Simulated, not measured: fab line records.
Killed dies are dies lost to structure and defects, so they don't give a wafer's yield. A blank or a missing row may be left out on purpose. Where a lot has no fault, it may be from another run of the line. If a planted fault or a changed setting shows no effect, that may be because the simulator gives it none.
fab line records ; flow n5_finfet
record: lots: 9; wafers: 27; last_day: 19
route steps=1938 shown BEOL_M2@910 BEOL_M4@1111
lots with no fault: from the same line, run without faults
start_h: hours from the record's first day to the start of the lot's first wafer shown ; wait_h: hours elapsed since this lot's preceding step ; " the same as in the row above ; L1.1+2: one row covering several wafers at once ; - no value, or no start was given ; * or withheld: withheld ; < > ~ a bound
route shown NAME@n: a module of which the file shows steps, and the number in the route of the first ; usual: mean/standard deviation of fault-free wafers ; same: alike in all rows ; chamber/n: place in a boat ; sites: per-site readings ; _std_site: the values' standard deviation ; _edge_site: outer sites' mean less inner sites' ; radius_mm: for every site, how far away it sits from the centre of the wafer ; mask NAME#n: copy n ; behind: the most recent tool/chamber to have shaped the wafer ; hold: the reason the lot was held/the length of the hold in hours/how it ended ; device: the transistor (n, p or np) that didn't switch ; end of line: the tests these same wafers got at the end of their route ; step lacking rows: just its recipe ; killed: at the first sort, the dies lost to defects and structure; wafer yield is something else ; map: shows each die of a wafer: x if killed, . if not, _ if none is there
set.NAME: the run value of the setting; set.NAME@STEP: its run value at that earlier step ; model.NAME: the simulator's own value behind a step, which no gauge read
a sample of lots followed through the steps of the route, with each step as a table and each wafer as a row
services: from which hour (start_h, from the record's first day; less than 0 if before it) a tool's chamber was out of use, for how many hours, and why
== steps ==
step: N5_BEOL_M2_SPUTTER_86
recipe: material: Cu; target_thk_a: 45; temp_c: -20; chamber_pressure_pa: 0.07; power_w: withheld; time_s: 8.29
usual: susceptor_temp_C: -20.00/0.11; throttle_valve_pct: 30.1/1
same: time_s: 8.29
lot.wafer;tool;chamber;start_h;wait_h;susceptor_temp_C;throttle_valve_pct
L844.1;pvd_sputter-01;-;149.15;0.1;-19.93;29.1
L844.2;pvd_sputter-01;-;149.15;0.1;-20.07;30.8
L844.3;pvd_sputter-01;-;149.15;0.1;-20.06;27.6
L845.1;pvd_sputter-03;-;151.18;0.1;-19.86;29.9
L845.4;pvd_sputter-03;-;151.18;0.1;-20.13;31.1
L845.5;pvd_sputter-03;-;151.18;0.1;-20.11;30.8
L846.1;pvd_sputter-01;-;153.94;0.1;-20.09;30.7
L846.5;pvd_sputter-01;-;153.94;0.1;-20.15;30.7
L846.6;pvd_sputter-01;-;153.94;0.1;-20.05;29.1
L847.2;pvd_sputter-01;-;170.53;0.1;-19.90;27.8
L847.3;pvd_sputter-01;-;170.53;0.1;-20.01;30.8
L847.6;pvd_sputter-01;-;170.53;0.1;-20.00;31.0
L854.1;pvd_sputter-02;-;214.19;0.1;-19.78;31.4
L854.2;pvd_sputter-02;-;214.19;0.1;-19.97;31.5
L854.5;pvd_sputter-02;-;214.19;0.1;-20.00;31.5
L861.3;pvd_sputter-02;-;264.99;0.1;-19.89;31.6
L861.4;pvd_sputter-02;-;264.99;0.1;-19.87;31.4
L861.5;pvd_sputter-02;-;264.99;0.1;-19.88;31.8
L864.1;pvd_sputter-01;-;269.64;0.1;-20.00;27.8
L864.2;pvd_sputter-01;-;269.64;0.1;-19.89;29.1
L864.4;pvd_sputter-01;-;269.64;0.1;-20.16;30.1
L866.1;pvd_sputter-02;-;279.01;0.1;-20.07;31.3
L866.2;pvd_sputter-02;-;279.01;0.1;-20.10;29.5
L866.3;pvd_sputter-02;-;279.01;0.1;-19.92;28.8
L867.2;pvd_sputter-03;-;298.00;0.1;-20.05;30.2
L867.4;pvd_sputter-03;-;298.00;0.1;-20.10;30.3
L867.6;pvd_sputter-03;-;298.00;0.1;-19.96;30.2
step: N5_BEOL_M2_SPUTTER_94
recipe: material: Cu; target_thk_a: 45; temp_c: -20; chamber_pressure_pa: 0.07; power_w: withheld; time_s: 8.29
usual: susceptor_temp_C: -20.01/0.1; throttle_valve_pct: 30.2/1
same: time_s: 8.29
lot.wafer;tool;chamber;start_h;wait_h;susceptor_temp_C;throttle_valve_pct
L844.1;pvd_sputter-01;-;150.03;0.1;-19.81;29.2
L844.2;pvd_sputter-01;-;150.03;0.1;-20.00;30.7
L844.3;pvd_sputter-01;-;150.03;0.1;-19.95;27.7
L845.1;pvd_sputter-03;-;152.06;0.1;-20.00;30.0
L845.4;pvd_sputter-03;-;152.06;0.1;-19.91;30.8
L845.5;pvd_sputter-03;-;152.06;0.1;-20.02;30.7
L846.1;pvd_sputter-01;-;154.82;0.1;-20.09;30.8
L846.5;pvd_sputter-01;-;154.82;0.1;-20.15;30.6
L846.6;pvd_sputter-01;-;154.82;0.1;-20.01;29.2
L847.2;pvd_sputter-01;-;171.41;0.1;-19.89;27.7
L847.3;pvd_sputter-01;-;171.41;0.1;-20.37;30.5
L847.6;pvd_sputter-01;-;171.41;0.1;-20.07;30.6
L854.1;pvd_sputter-02;-;215.07;0.1;-20.09;31.5
L854.2;pvd_sputter-02;-;215.07;0.1;-20.03;31.9
L854.5;pvd_sputter-02;-;215.07;0.1;-20.01;31.3
L861.3;pvd_sputter-02;-;265.87;0.1;-19.99;31.6
L861.4;pvd_sputter-02;-;265.87;0.1;-20.09;31.4
L861.5;pvd_sputter-02;-;265.87;0.1;-19.98;31.7
L864.1;pvd_sputter-01;-;270.52;0.1;-19.88;27.5
L864.2;pvd_sputter-01;-;270.52;0.1;-20.15;29.5
L864.4;pvd_sputter-01;-;270.52;0.1;-19.88;30.0
L866.1;pvd_sputter-02;-;279.89;0.1;-20.02;31.7
L866.2;pvd_sputter-02;-;279.89;0.1;-20.02;29.4
L866.3;pvd_sputter-02;-;279.89;0.1;-20.02;29.3
L867.2;pvd_sputter-03;-;298.88;0.1;-20.16;30.0
L867.4;pvd_sputter-03;-;298.88;0.1;-20.07;30.3
L867.6;pvd_sputter-03;-;298.88;0.1;-19.89;30.2
step: N5_BEOL_M2_ECD_50
recipe: material: Cu; target_thk_a: 3000
lot.wafer;tool;chamber;start_h;wait_h
L844.1+2+3;ecd_cu-02;1,0,1;150.37;0.1
L845.1+4+5;ecd_cu-02;0;152.40;0.1
L846.1+5+6;ecd_cu-02;1,1,0;155.16;0.1
L847.2+3+6;ecd_cu-02;0,1,1;171.75;0.1
L854.1+2+5;ecd_cu-02;0,1,1;215.41;0.1
L861.3+4+5;ecd_cu-01;0,1,1;266.23;0.1
L864.1+2+4;ecd_cu-01;1,0,0;270.85;0.1
L866.1+2+3;ecd_cu-02;0,1,1;280.23;0.1
L867.2+4+6;ecd_cu-01;0,0,1;299.21;0.1
step: N5_BEOL_M2_CMP_52
recipe: stop_on: SiOC; t_overpolish_s: 6.8; down_force_psi: 1; platen_rpm: 50; clearing_platen_down_force_psi: 1.5; clearing_platen_rpm: 50; post_cmp_clean: cu_alkaline; target_thk_nm: 40; clearing_platen_pad_velocity_m_s: 0.99484; pad_velocity_m_s: 0.99484
usual: clearing_platen_down_force_psi: 1.500/0.0032; clearing_platen_rpm: 49.996/0.027; motor_current_A: 6.1/0.46; time_to_endpoint_s: 62.4/2.2
lot.wafer;tool;chamber;start_h;wait_h;clearing_platen_down_force_psi;clearing_platen_rpm;motor_current_A;time_to_endpoint_s
L844.2;cmp-01;1;150.78;0.2;1.501;50.040;6.5;62.3
L844.3;cmp-01;2;150.78;0.2;1.495;49.983;5.9;65.2
L844.1;cmp-01;3;150.78;0.2;1.504;49.987;5.1;65.5
L845.4;cmp-04;1;152.88;0.2;1.498;50.041;6.4;64.2
L845.1;cmp-04;3;152.88;0.2;1.498;49.998;6.2;62.7
L845.5;cmp-04;0;152.88;0.2;1.495;50.019;5.9;64.1
L846.1;cmp-04;2;155.65;0.4;1.498;49.970;6.7;63.5
L846.6;cmp-04;3;155.65;0.4;1.495;49.983;6.0;65.7
L846.5;cmp-04;0;155.65;0.4;1.501;49.959;5.8;66.0
L847.3;cmp-03;0;172.12;0.2;1.498;49.977;6.4;65.2
L847.2;cmp-03;2;172.12;0.2;1.503;50.006;6.5;62.3
L847.6;cmp-03;1;172.12;0.2;1.505;50.026;6.3;58.6
L854.2;cmp-01;1;216.56;1.0;1.498;50.027;6.8;65.6
L854.1;cmp-01;2;216.56;1.0;1.506;49.997;5.8;65.7
L854.5;cmp-01;0;216.56;1.0;1.502;49.919;5.5;96.9
L861.4;cmp-03;2;266.62;0.2;1.501;49.977;6.6;60.6
L861.3;cmp-03;3;266.62;0.2;1.506;49.976;5.9;62.4
L861.5;cmp-03;1;266.62;0.2;1.499;49.993;6.3;61.7
L864.1;cmp-03;1;271.23;0.3;1.504;49.995;6.3;60.6
L864.4;cmp-03;3;271.23;0.3;1.500;50.025;6.0;60.4
L864.2;cmp-03;0;271.23;0.3;1.498;50.028;6.4;62.6
L866.2;cmp-01;1;280.60;0.2;1.498;49.990;6.8;64.4
L866.3;cmp-01;3;280.60;0.2;1.503;49.997;5.4;63.7
L866.1;cmp-01;0;280.60;0.2;1.497;49.939;5.4;62.4
L867.4;cmp-01;1;299.59;0.1;1.500;49.974;6.5;61.1
L867.2;cmp-01;3;299.59;0.1;1.494;50.003;5.1;59.5
L867.6;cmp-01;1;299.59;0.1;1.498;49.954;6.8;60.3
step: N5_BEOL_M2_PRE_CLEAN_60
recipe: gas: NH3/H2; time_s: 15; temp_c: *; rf_power_w: 300
usual: heater_power_w: 86/23; susceptor_temp_C: *
same: time_s: 15
lot.wafer;tool;chamber;start_h;wait_h;heater_power_w;susceptor_temp_C
L844.1;cvd_co-01;2;151.08;0.0;127;*
L844.2;cvd_co-01;0;151.08;0.0;60;*
L844.3;cvd_co-01;1;151.08;0.0;92;*
L845.1;cvd_co-02;1;153.24;0.1;94;*
L845.4;cvd_co-02;0;153.24;0.1;89;*
L845.5;cvd_co-02;1;153.24;0.1;95;*
L846.1;cvd_co-02;1;155.87;0.0;97;*
L846.5;cvd_co-02;2;155.87;0.0;56;*
L846.6;cvd_co-02;1;155.87;0.0;97;*
L847.2;cvd_co-01;0;172.45;0.0;61;*
L847.3;cvd_co-01;1;172.45;0.0;92;*
L847.6;cvd_co-01;2;172.45;0.0;123;*
L854.1;cvd_co-02;2;217.04;0.3;55;*
L854.2;cvd_co-02;1;217.04;0.3;98;*
L854.5;cvd_co-02;2;217.04;0.3;55;*
L861.3;cvd_co-01;2;266.92;0.0;123;*
L861.4;cvd_co-01;0;266.92;0.0;62;*
L861.5;cvd_co-01;2;266.92;0.0;129;*
L864.1;cvd_co-02;1;271.56;0.0;97;*
L864.2;cvd_co-02;2;271.56;0.0;54;*
L864.4;cvd_co-02;1;271.56;0.0;98;*
L866.1;cvd_co-01;1;280.93;0.0;93;*
L866.2;cvd_co-01;0;280.93;0.0;61;*
L866.3;cvd_co-01;2;280.93;0.0;125;*
L867.2;cvd_co-02;1;299.92;0.0;99;*
L867.4;cvd_co-02;0;299.92;0.0;88;*
L867.6;cvd_co-02;1;299.92;0.0;98;*
step: N5_BEOL_M4_RC_MEAS_101
usual: DIBL_N: 35.9/1.3; DIBL_P: 35.9/1.5; IOFF_N: 0.152/0.023; IOFF_P: 0.204/0.027; ION_N: 673/9.2; ION_P: 462/6.7; SS_N: 71.4/0.48; SS_P: 73.2/0.55; VT_N: 250.3/2.6; VT_P: -250.6/3
lot.wafer;tool;chamber;start_h;wait_h;DIBL_N[mV/V];DIBL_P[mV/V];IOFF_N[nA/um];IOFF_P[nA/um];ION_N[uA/um];ION_P[uA/um];SS_N[mV/dec];SS_P[mV/dec];VT_N[mV];VT_P[mV]
L844.1;prober-02;0;180.88;0.0;35.2;35.1;0.120;0.163;662;455;70.9;72.3;255.4;-253.8
L844.2;prober-02;0;180.88;0.0;37.0;38.1;0.155;0.207;671;468;71.2;72.6;251.9;-251.8
L844.3;prober-02;0;180.88;0.0;37.2;37.3;0.149;0.193;659;450;71.6;73.2;250.1;-251.3
L845.1;prober-01;0;186.74;0.0;35.9;36.2;0.177;0.208;682;458;71.3;73.9;246.9;-250.4
L845.4;prober-01;0;186.74;0.0;35.3;35.8;0.163;0.198;679;459;71.8;73.7;248.9;-251.5
L845.5;prober-01;0;186.74;0.0;34.9;36.1;0.159;0.204;676;464;70.8;73.1;248.7;-252.7
L846.1;prober-02;0;188.38;0.0;33.8;34.7;0.143;0.199;667;461;71.0;72.4;250.9;-250.0
L846.5;prober-02;0;188.38;0.0;33.5;34.5;0.133;0.186;672;464;71.5;72.5;250.1;-250.8
L846.6;prober-02;0;188.38;0.0;33.9;35.1;0.139;0.199;663;464;70.9;72.8;250.9;-250.2
L847.2;prober-02;0;210.39;0.2;36.5;37.3;0.167;0.198;677;461;70.8;74.3;249.8;-253.7
L847.3;prober-02;0;210.39;0.2;35.0;36.3;0.150;0.182;679;452;71.0;73.0;252.0;-254.3
L847.6;prober-02;0;210.39;0.2;36.1;37.1;0.163;0.197;680;462;71.5;73.2;248.3;-251.2
L854.1;prober-02;0;247.96;0.3;38.2;38.8;0.225;0.247;690;467;71.5;74.1;242.7;-248.1
L854.2;prober-02;0;247.96;0.3;37.6;37.3;0.206;0.217;678;458;71.8;73.2;244.2;-253.5
L854.5;prober-02;0;247.96;0.3;36.9;36.6;0.182;0.209;682;458;71.3;72.6;246.1;-251.4
L861.3;prober-01;0;302.78;0.3;36.5;36.9;0.146;0.178;671;459;70.9;73.0;250.3;-251.8
L861.4;prober-01;0;302.78;0.3;36.6;37.0;0.141;0.178;660;451;70.4;72.9;250.9;-254.6
L861.5;prober-01;0;302.78;0.3;36.1;36.0;0.139;0.168;674;457;71.4;73.4;249.9;-253.8
L864.1;prober-02;0;305.47;0.0;36.1;36.0;0.162;0.183;675;454;71.9;73.0;250.0;-253.1
L864.2;prober-02;0;305.47;0.0;36.2;36.6;0.164;0.187;668;455;72.0;73.8;248.5;-255.2
L864.4;prober-02;0;305.47;0.0;35.4;35.8;0.149;0.176;669;452;71.4;73.1;250.2;-256.0
L866.1;prober-01;0;331.94;0.0;41.0;40.4;0.248;0.306;686;469;72.2;74.8;245.1;-245.4
L866.2;prober-01;0;331.94;0.0;37.6;35.8;0.157;0.216;667;459;72.2;73.7;251.9;-252.3
L866.3;prober-01;0;331.94;0.0;38.4;36.5;0.177;0.238;669;455;71.4;74.4;249.1;-249.1
L867.2;prober-02;0;334.79;0.2;35.3;34.3;0.134;0.219;657;466;71.6;73.2;252.8;-247.0
L867.4;prober-02;0;334.79;0.2;35.2;34.4;0.130;0.216;667;471;71.4;72.1;249.9;-247.9
L867.6;prober-02;0;334.79;0.2;35.9;35.3;0.146;0.240;678;477;71.1;73.7;251.0;-244.7
== services ==
tool;chamber;start_h;hours;kind
cvd_co-01;0;131.32;4.0;repair
cvd_co-02;-;131.90;0.2;repair
cmp-04;-;136.09;0.9;repair
cmp-03;-;156.16;4.0;pm
cmp-03;-;160.16;-;consumable_replace:conditioner
cmp-03;-;160.16;-;consumable_replace:pad
pvd_sputter-03;-;186.76;4.3;repair
cvd_co-02;-;191.85;0.4;repair
cmp-04;-;192.98;3.4;pm
cmp-01;-;195.17;1.2;repair
cmp-03;-;209.79;0.4;repair
cvd_co-01;-;214.39;6.0;pm
cvd_co-01;-;221.28;1.4;repair
cmp-01;-;237.79;4.0;pm
cmp-01;-;241.79;-;consumable_replace:conditioner
cmp-01;-;241.79;-;consumable_replace:pad
cmp-04;-;255.24;0.7;repair
ecd_cu-01;-;255.77;4.6;repair
cvd_co-02;-;288.86;4.3;pm
cmp-03;-;297.74;5.6;repair
== key ==
first_sign: step: N5_BEOL_M2_CMP_52; reading: time_to_endpoint_s; direction: up; sigmas: 15; usual: *; struck: *
effect none on later readings
met_at N5_BEOL_M2_ECD_50
struck_lots L854
struck_wafers L854.5
not_acting_at N5_BEOL_M2_SPUTTER_86,N5_BEOL_M2_SPUTTER_94,N5_BEOL_M2_PRE_CLEAN_60
onset_between 171.75 215.41
fault: kind: process_parameter_drift; tool: ecd_cu-02; chamber: -; onset_h: 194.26; steps: N5_BEOL_M2_ECD_50; channel: target_thk_a; offset: *; shape: step; end_h: 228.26; scope: struck_wafers_only; acts_in: *; stated: *
